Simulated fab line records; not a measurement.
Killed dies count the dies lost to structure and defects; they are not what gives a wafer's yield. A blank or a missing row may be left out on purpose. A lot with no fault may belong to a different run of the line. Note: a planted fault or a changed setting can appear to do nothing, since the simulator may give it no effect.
Which tool is to blame? ; flow n5_finfet ; 28 wafers from 10 lots sampled at 5 of the route's 1938 steps

== WHAT EACH GAUGE READ, for each wafer ==
N5_WELL_APT_INSPECT_10: inspects for defects (macro). Usual: raw_defect_count 2.1, standard deviation 1.4.
lot;measured;on;raw_defect_count;flag
L363;day 2 01:44;defect_inspect-01;2 1 1;
L366;day 2 19:44;defect_inspect-01;3 4;
L367;day 3 01:55;defect_inspect-02;2 4;
L371;day 4 01:52;defect_inspect-02;2 4 1;
L373;day 4 13:46;defect_inspect-02;2 1 0;
L374;day 4 19:44;defect_inspect-01;0 1 1;
L375;day 5 01:52;defect_inspect-02;0 4 2;
L376;day 5 08:05;defect_inspect-02;3 0 4;
L383;day 7 01:38;defect_inspect-02;0 1 1;
L384;day 7 07:37;defect_inspect-01;1 0 2;

N5_WELL_APT_OVL_MEAS_26. Usual: for PWELL_OVL the level is 0 nm and the standard deviation is 5.2.
lot;measured;on;PWELL_OVL (nm);flag
L363;day 2 02:58;overlay-02;0 7 8;
L366;day 2 21:04;overlay-01;6 -1;
L367;day 3 03:01;overlay-01;-5 -6;
L371;day 4 03:27;overlay-02;7 13 11;
L373;day 4 15:21;overlay-01;-5 5 -2;
L374;day 4 20:50;overlay-01;1 -10 -4;
L375;day 5 03:05;overlay-02;-7 -7 -7;
L376;day 5 09:10;overlay-01;3 5 -1;
L383;day 7 02:43;overlay-01;1 9 -2;
L384;day 7 08:44;overlay-02;5 -2 -4;

N5_BEOL_M4_RC_MEAS_101. Usual: DIBL_N 37.5 mV/V, standard deviation 1.9; DIBL_P 37.3 mV/V, standard deviation 2.4; IOFF_N 0.18 nA/um, standard deviation 0.038; IOFF_P 0.23 nA/um, standard deviation 0.045; ION_N 677 uA/um, standard deviation 11; ION_P 464 uA/um, standard deviation 8.1; SS_N 72.0 mV/dec, standard deviation 0.68; SS_P 73.5 mV/dec, standard deviation 0.77; VT_N 249 mV, standard deviation 3.3; VT_P -249 mV, standard deviation 3.6.
lot;measured;on;DIBL_N (mV/V);DIBL_P (mV/V);IOFF_N (nA/um);IOFF_P (nA/um);ION_N (uA/um);ION_P (uA/um);SS_N (mV/dec);SS_P (mV/dec);VT_N (mV);VT_P (mV);flag
L363;day 8 15:20;prober-01;34.8 39.1 35.7;37.3 44.5 37.7;0.18 0.26 0.18;0.20 0.34 0.20;683 693 677;465 472 460;72.7 73.3 72.2;72.9 74.0 72.6;249 244 251;-252 -242 -251;
L366;day 9 04:13;prober-01;38.2 36.4;37.2 35.1;0.18 0.15;0.25 0.22;685 673;471 469;71.5 71.0;73.8 72.5;247 248;-247 -250;
L367;day 9 01:01;prober-01;39.0 34.3;39.5 33.8;0.21 0.13;0.20 0.14;683 658;456 449;72.3 70.8;73.6 71.8;246 251;-256 -256;
L371;day 10 11:46;prober-02;39.9 33.9 38.0;39.6 31.8 38.8;0.23 0.12 0.18;0.26 0.14 0.26;690 650 682;463 444 470;71.9 71.0 71.5;73.6 72.2 73.3;244 253 247;-249 -255 -245;
L373;day 11 03:20;prober-02;41.0 37.7 39.6;43.1 37.0 40.5;0.25 0.18 0.24;0.32 0.21 0.28;676 684 684;464 460 470;73.2 72.2 73.1;75.0 73.8 74.4;247 250 241;-244 -250 -247;
L374;day 11 05:46;prober-02;34.8 37.4 38.5;35.1 37.8 39.9;0.13 0.16 0.19;0.19 0.22 0.26;673 659 685;460 457 472;70.5 71.8 71.4;72.2 73.4 73.8;254 250 248;-250 -252 -247;
L375;day 12 05:04;prober-02;36.3 38.0 35.7;37.1 39.6 37.1;0.16 0.21 0.16;0.21 0.24 0.21;666 692 672;461 466 461;71.8 72.0 71.4;73.7 74.0 73.2;252 244 249;-253 -250 -249;
L376;day 12 03:10;prober-01;36.8 37.4 34.9;35.2 34.8 33.6;0.17 0.18 0.14;0.23 0.24 0.19;682 676 663;467 470 454;71.5 72.2 71.0;72.5 73.2 72.4;251 251 251;-245 -246 -250;
L383;day 13 12:23;prober-02;38.9 36.0 34.5;38.9 36.7 36.0;0.22 0.15 0.13;0.25 0.21 0.20;682 675 664;458 466 462;72.6 71.9 71.6;73.9 72.7 73.4;248 249 253;-249 -248 -250;
L384;day 13 19:59;prober-02;41.6 37.2 38.0;42.9 36.3 37.6;0.28 0.17 0.17;0.37 0.24 0.23;705 670 670;480 462 462;72.5 71.4 72.1;75.0 73.9 73.2;243 249 251;-242 -245 -251;

== EACH LOT AND THE TOOL THAT RAN IT (in order: tool; ch and the chambers of the sampled wafers; start) ==
lot;N5_WELL_APT_IMPLANT_15;N5_WELL_APT_DESCUM_30
L363;implanter-02 ch 0, day 2 02:07;rie_diel-06 ch 1,2,3, day 2 03:01
L366;implanter-02 ch 0, day 2 20:15;rie_diel-03 ch 1,2, day 2 21:13
L367;implanter-01 ch 0, day 3 02:16;rie_diel-06 ch 1,3, day 3 03:04
L371;implanter-02 ch 0, day 4 02:32;rie_diel-03 ch 0,1,3, day 4 03:31
L373;implanter-02 ch 0, day 4 14:20;rie_diel-06 ch 1,3, day 4 15:32
L374;implanter-02 ch 0, day 4 20:05;rie_diel-06 ch 2,3, day 4 20:53
L375;implanter-02 ch 0, day 5 02:12;rie_diel-06 ch 2,3, day 5 03:08
L376;implanter-01 ch 0, day 5 08:23;rie_diel-06 ch 0,2, day 5 09:14
L383;implanter-01 ch 0, day 7 01:58;rie_diel-03 ch 0,1,3, day 7 02:47
L384;implanter-01 ch 0, day 7 07:57;rie_diel-06 ch 0,2, day 7 09:01
- N5_WELL_APT_IMPLANT_15
- N5_WELL_APT_DESCUM_30: chemistry O2, time 7.9 s.

== WHAT THE TOOLS THEMSELVES READ (means of the sampled wafers that have a number; where no wafer has one, the mark that the record gives instead) ==
N5_WELL_APT_IMPLANT_15. Usual: beam_energy_keV 25.000, standard deviation 0.0081.
lot;tool;beam_energy_keV;flag
L363;implanter-02;24.998;
L366;implanter-02;25.011;
L367;implanter-01;24.991;
L371;implanter-02;25.001;
L373;implanter-02;24.999;
L374;implanter-02;37.887;OFF
L375;implanter-02;37.886;OFF
L376;implanter-01;25.006;
L383;implanter-01;25.004;
L384;implanter-01;24.990;

N5_WELL_APT_DESCUM_30. Usual: drypump_motor_current_A 6.0 A, standard deviation 0.4; oes_product_au 0.75 a.u., standard deviation 0.077; rf_vpp_V 243.4 V, standard deviation 1.3; showerhead_plenum_p_Torr 2.11 Torr, standard deviation 0.062; throttle_valve_pct 20.51 %, standard deviation 0.19.
lot;tool;drypump_motor_current_A (A);oes_product_au (a.u.);rf_vpp_V (V);showerhead_plenum_p_Torr (Torr);throttle_valve_pct (%);flag
L363;rie_diel-06;6.0;0.73;244.0;2.11;20.46;
L366;rie_diel-03;5.7;0.73;244.5;2.19;20.62;
L367;rie_diel-06;6.0;0.72;243.7;2.12;20.38;
L371;rie_diel-03;6.0;0.73;243.6;2.14;20.58;
L373;rie_diel-06;6.2;0.70;243.5;2.12;20.37;
L374;rie_diel-06;5.6;0.74;242.4;2.08;20.53;
L375;rie_diel-06;5.7;0.74;242.9;2.08;20.54;
L376;rie_diel-06;5.9;0.79;243.2;2.14;20.63;
L383;rie_diel-03;6.0;0.80;243.9;2.13;20.53;
L384;rie_diel-06;6.0;0.77;244.1;2.14;20.66;

== THE ANSWER, worked out from the rows above alone ==
Rule: take the mean of a lot's wafers that have a number; if it is more than 3 standard deviations from the usual mean, the lot is off. A lot without any number at a reading at which 4 lots or more have one is off too. Any other lot the step has rows for is counted as sound. First the gauges in route order, then the tools' own readings, where a lot's mean is used as printed above. The first step at which some lot is off is used, and at that step the reading that is off furthest; a lot without a number counts as furthest.
Off, at N5_WELL_APT_IMPLANT_15 on beam_energy_keV: L374, L375.
A tool fits if, at that step or a process step before it, it ran every lot that is off, and no sound lot after the first of them. One candidate fits, namely implanter-02 at N5_WELL_APT_IMPLANT_15. A fault onset in the window from L373 (day 4 14:20, its last sound lot) to L374 (day 4 20:05, its first lot off) fits.
The tool's own readings at N5_WELL_APT_IMPLANT_15 bear it out: on the lots that are off they differ by more than 5 times the standard deviation of the sound lots' means. beam_energy_keV reads 37.886 there against 25.000 on the sound lots.

== WHAT THE SIMULATOR HAD PUT IN ==
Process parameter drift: implanter-02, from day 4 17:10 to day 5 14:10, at N5_WELL_APT_IMPLANT_15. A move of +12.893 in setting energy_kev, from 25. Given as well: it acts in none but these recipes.
Shown lots that were struck: L374, L375. The rule above found the same.
